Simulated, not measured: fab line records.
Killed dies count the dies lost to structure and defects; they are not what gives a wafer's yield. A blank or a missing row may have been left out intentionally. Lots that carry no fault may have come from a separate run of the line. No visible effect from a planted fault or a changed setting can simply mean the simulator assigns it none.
Split-lot study ; flow n5_finfet ; 39 wafers read from 7 lots, route of 1938 steps

== ABOUT THE SPLIT ==
At N5_MIM_BOT_SPUTTER_00 (material TiN, target thk 35 nm, time 89.7 s), the setting time_s was moved away from the recipe's 89.7 s on 15 of the 39 wafers read, by -56.9% to +38.4%. This setting was run at the recipe's value on the other wafers.

The split's own step is where the reading is taken.

== THE READING ==
TiN_of_MIM_BOT_SPUTTER_00.thk_nm (the simulator's own value, which no gauge read), in nm, at N5_MIM_BOT_SPUTTER_00 (material TiN, target thk 35 nm, time 89.7 s). No usual value for it is given in the file. Across the 24 wafers here that went through the recipe, the average is 34.8 nm and the standard deviation 0.32 nm.

wafer;tool, chamber at the split;time_s as run, s;against the recipe;TiN_of_MIM_BOT_SPUTTER_00.thk_nm, nm;against lot-mates on the recipe
L077.1;pvd_sputter-01, -;89.7;recipe;34.2;-
L077.6;pvd_sputter-01, -;89.7;recipe;34.2;-
L077.2;pvd_sputter-01, -;64.41;-28.2%;24.6;-9.7
L077.3;pvd_sputter-01, -;64.41;-28.2%;24.4;-9.9
L077.4;pvd_sputter-01, -;64.41;-28.2%;25.2;-9.1
L077.5;pvd_sputter-01, -;89.7;recipe;34.4;-
L076.3;pvd_sputter-03, -;89.7;recipe;35;-
L076.4;pvd_sputter-03, -;89.7;recipe;34.6;-
L076.5;pvd_sputter-03, -;89.7;recipe;34.8;-
L082.1;pvd_sputter-01, -;89.7;recipe;35.4;-
L082.2;pvd_sputter-01, -;38.62;-56.9%;14.8;-20.2
L082.3;pvd_sputter-01, -;89.7;recipe;35;-
L082.4;pvd_sputter-01, -;38.62;-56.9%;14.4;-20.6
L082.5;pvd_sputter-01, -;38.62;-56.9%;15.2;-19.8
L082.6;pvd_sputter-01, -;89.7;recipe;34.6;-
L083.1;pvd_sputter-02, -;89.7;recipe;35.2;-
L083.2;pvd_sputter-02, -;89.7;recipe;35;-
L083.3;pvd_sputter-02, -;89.7;recipe;34.8;-
L083.4;pvd_sputter-02, -;89.7;recipe;34.8;-
L083.6;pvd_sputter-02, -;89.7;recipe;34.8;-
L083.5;pvd_sputter-02, -;89.7;recipe;34.6;-
L088.1;pvd_sputter-01, -;89.7;recipe;34.4;-
L088.2;pvd_sputter-01, -;89.7;recipe;34.8;-
L088.3;pvd_sputter-01, -;104.6;+16.6%;40.4;+5.7
L088.4;pvd_sputter-01, -;89.7;recipe;35;-
L088.5;pvd_sputter-01, -;104.6;+16.6%;40.2;+5.5
L088.6;pvd_sputter-01, -;104.6;+16.6%;40.6;+5.9
L095.1;pvd_sputter-01, -;124.1;+38.4%;47.8;+13.1
L095.2;pvd_sputter-01, -;124.1;+38.4%;49;+14.3
L095.3;pvd_sputter-01, -;89.7;recipe;35.2;-
L095.4;pvd_sputter-01, -;89.7;recipe;34.6;-
L095.5;pvd_sputter-01, -;89.7;recipe;34.4;-
L095.6;pvd_sputter-01, -;124.1;+38.4%;48.4;+13.7
L097.1;pvd_sputter-01, -;89.7;recipe;35.2;-
L097.2;pvd_sputter-01, -;89.7;recipe;34.6;-
L097.3;pvd_sputter-01, -;63.97;-28.7%;24.4;-10.5
L097.4;pvd_sputter-01, -;63.97;-28.7%;25;-9.9
L097.5;pvd_sputter-01, -;63.97;-28.7%;24.2;-10.7
L097.6;pvd_sputter-01, -;89.7;recipe;35;-

FIT RESULTS
A straight line over all 39 wafers: TiN_of_MIM_BOT_SPUTTER_00.thk_nm changes by +0.353 nm for each +1% of time_s; r = +1.00; the points scatter about the line by 0.35 nm.
The same after taking each lot's own level away (the mean of its wafers on the recipe; 39 wafers): +0.354 nm for each +1%; r = +1.00; scatter 0.33 nm.
That fit puts the effect of the largest move of time_s on the reading at 20 nm.
The lots' own levels span 34.27 to 35.00 nm, that is 2.3 times the standard deviation above.
So the lot-to-lot level changes the slope little: the two slopes agree.
Check: with one of the wafers moved furthest among these (-56.9%) left out of the fit, the line predicts -20.1 nm for it against its lot-mates. Against them it came out at -20.2 nm.

== FURTHER SPLITS ON THESE WAFERS ==
Before the reading, these wafers also passed through other splits. Each is held against what the fit with the lots' levels taken away leaves over:
other split on the same wafers;wafers away from the commonest value;r with TiN_of_MIM_BOT_SPUTTER_00.thk_nm (lot level and that fit taken away)
N5_BEOL_M12_ILD_DEP_00 time_s;6;+0.18

== THE FILE'S OWN FIT ==
TiN_of_MIM_BOT_SPUTTER_00.thk_nm changes by +0.354 nm for each +1% of time_s, r = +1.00.
